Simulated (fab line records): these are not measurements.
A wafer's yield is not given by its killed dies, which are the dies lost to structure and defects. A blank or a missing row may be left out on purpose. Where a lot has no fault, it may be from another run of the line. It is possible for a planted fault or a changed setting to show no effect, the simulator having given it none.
Problem report, 8D (eight disciplines) form, completed by code / flow n5_finfet / the parts of the form that need people (team, actions taken, sign-off) are left out

== 1. WHAT WENT WRONG ==
VT_N_LONG at N5_BEOL_M4_RC_MEAS_101 reads a mean of 326.9 mV on 4 wafers of 3 lots; wafers without a fault read 275.3 mV with a standard deviation of 1.9. That puts it +27 standard deviations away from the usual mean.
Seen first at day 11 01:01 on prober-01, wafer L426.3. The record has a number at this step for 23 wafers belonging to 9 lots. By rule, "out" or "out of limits" means more than 4 standard deviations away from the usual mean. All remaining wafers that have a number are taken as sound.

== 2. WHAT IT IS, AND WHAT IT ISN'T ==
question=which readings at this step | is=VT_N_LONG, IOFF_N_LIN, IOFF_N_LONG, IOFF_P_LONG, ION_N, VT_N, VT_N_LVT, VT_P_LONG | is not=DIBL_N, SS_P
question=which lots | is=L426, L427, L432 | is not=L420, L422, L425, L435, L439, L440
question=which wafers of those lots | is=L426.3, L427.2, L427.3, L432.3 | is not=L426.4, L432.5
question=read on which gauges | is=prober-01, prober-02 | is not=-
question=when | is=from day 11 01:01 | is not=up to then (9 sound wafers); but 10 sound wafers of L432, L435, L439, L440 came after

== 3. WHAT RULES OUT EACH SUSPECT ==
Counting: a tool at a process step up to the reading stays a suspect if it ran every lot that is out. Sound lots after the first of them don't rule it out here, since some wafers of a struck lot are sound.
- ruled out: the gauge at N5_BEOL_M4_RC_MEAS_101. The wafers that are out were read on 2 gauges (prober-01, prober-02).
- ald_metal-03 at N5_HKMG_FIN_NWFM_ALD_20 (deposits TiAlC, target thk 2 nm, pulse time 3 s, purge time 2 s): kept. Ran every lot that is out, first one L426 (day 6 08:02); last sound lot up to then L425 (day 5 21:24).
Left after counting: ald_metal-03 at N5_HKMG_FIN_NWFM_ALD_20.

== 4. THE CAUSE (what the simulator had put in) ==
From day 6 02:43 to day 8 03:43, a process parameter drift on ald_metal-03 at N5_HKMG_FIN_NWFM_ALD_20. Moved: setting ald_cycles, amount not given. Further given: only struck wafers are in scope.
The count eliminated every tool but this one.

== 5. THE EFFECT CHAIN, in route order ==
Each row: a reading where the mean over the struck wafers with a number is more than 3 standard deviations away from the usual. Scope: only readings with a usual standard deviation given in the record; hours: median across lots of the time from each lot's start at the first step in this table that gives one to its start at this step; sigmas: change in usual standard deviations.
hours=0; step=N5_BEOL_M4_RC_MEAS_101; reading=IOFF_N; usual=0.16 nA/um; on struck wafers=0.03; change=-0.13; sigmas=-3.6
hours=0; step=N5_BEOL_M4_RC_MEAS_101; reading=IOFF_N_85C; usual=3.1 nA/um; on struck wafers=0.8; change=-2.3; sigmas=-4.0
hours=0; step=N5_BEOL_M4_RC_MEAS_101; reading=IOFF_N_LIN; usual=0.073 nA/um; on struck wafers=0.014; change=-0.059; sigmas=-4.5
hours=0; step=N5_BEOL_M4_RC_MEAS_101; reading=IOFF_N_LONG; usual=5.49e-05 nA/um; on struck wafers=2.50e-05; change=-2.99e-05; sigmas=-17
hours=0; step=N5_BEOL_M4_RC_MEAS_101; reading=IOFF_P; usual=0.21 nA/um; on struck wafers=0.36; change=+0.15; sigmas=+4.1
hours=0; step=N5_BEOL_M4_RC_MEAS_101; reading=IOFF_P_85C; usual=3.6 nA/um; on struck wafers=5.8; change=+2.1; sigmas=+4.0
hours=0; step=N5_BEOL_M4_RC_MEAS_101; reading=IOFF_P_LIN; usual=0.099 nA/um; on struck wafers=0.166; change=+0.067; sigmas=+5.2
hours=0; step=N5_BEOL_M4_RC_MEAS_101; reading=IOFF_P_LONG; usual=0.000105 nA/um; on struck wafers=0.000151; change=+0.000046; sigmas=+6.7
hours=0; step=N5_BEOL_M4_RC_MEAS_101; reading=ION_N; usual=672 uA/um; on struck wafers=565; change=-107; sigmas=-8.2
hours=0; step=N5_BEOL_M4_RC_MEAS_101; reading=VT_N; usual=250 mV; on struck wafers=298; change=+48; sigmas=+14
hours=0; step=N5_BEOL_M4_RC_MEAS_101; reading=VT_N_LONG; usual=275.3 mV; on struck wafers=326.9; change=+51.6; sigmas=+27
hours=0; step=N5_BEOL_M4_RC_MEAS_101; reading=VT_N_LVT; usual=99 mV; on struck wafers=148; change=+48; sigmas=+13
hours=0; step=N5_BEOL_M4_RC_MEAS_101; reading=VT_P; usual=-251 mV; on struck wafers=-236; change=+14; sigmas=+4.8
hours=0; step=N5_BEOL_M4_RC_MEAS_101; reading=VT_P_LONG; usual=-275.6 mV; on struck wafers=-262.4; change=+13.2; sigmas=+5.1
hours=0; step=N5_BEOL_M4_RC_MEAS_101; reading=VT_P_LVT; usual=-99.1 mV; on struck wafers=-85.9; change=+13.2; sigmas=+4.9
hours=106; step=N5_PASSIVATION_PROBE_49; reading=sort_bin_4_leakage; usual=0.00 %; on struck wafers=0.21; change=+0.21; sigmas=+30
hours=106; step=N5_PASSIVATION_PROBE_49; reading=sort_bin_8_speed; usual=0.01 %; on struck wafers=91.55; change=+91.54; sigmas=+99 or more
hours=106; step=N5_PASSIVATION_PROBE_49; reading=sort_n_pass; usual=1077; on struck wafers=0; change=-1077; sigmas=-63
hours=106; step=N5_PASSIVATION_PROBE_49; reading=sort_yield_pct; usual=91.2 %; on struck wafers=0.0; change=-91.2; sigmas=-65
Process steps it contains:
- N5_PASSIVATION_PROBE_49

== 6. HOW IT WOULD HAVE BEEN CAUGHT EARLIER ==
Counted from the fault's start at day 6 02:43, it took 118 hours until the first out-of-limits reading at a measuring or inspecting step in this record, taken at day 11 01:01.
No tool reading at N5_HKMG_FIN_NWFM_ALD_20 that has a usual standard deviation in the record was out on any struck wafer, so an alarm limit of 4 standard deviations on those readings would not have fired.
Lots out: 3; all had begun N5_HKMG_FIN_NWFM_ALD_20 on ald_metal-03 by day 11 01:01. None of them would have been spared by holding the tool at that moment.
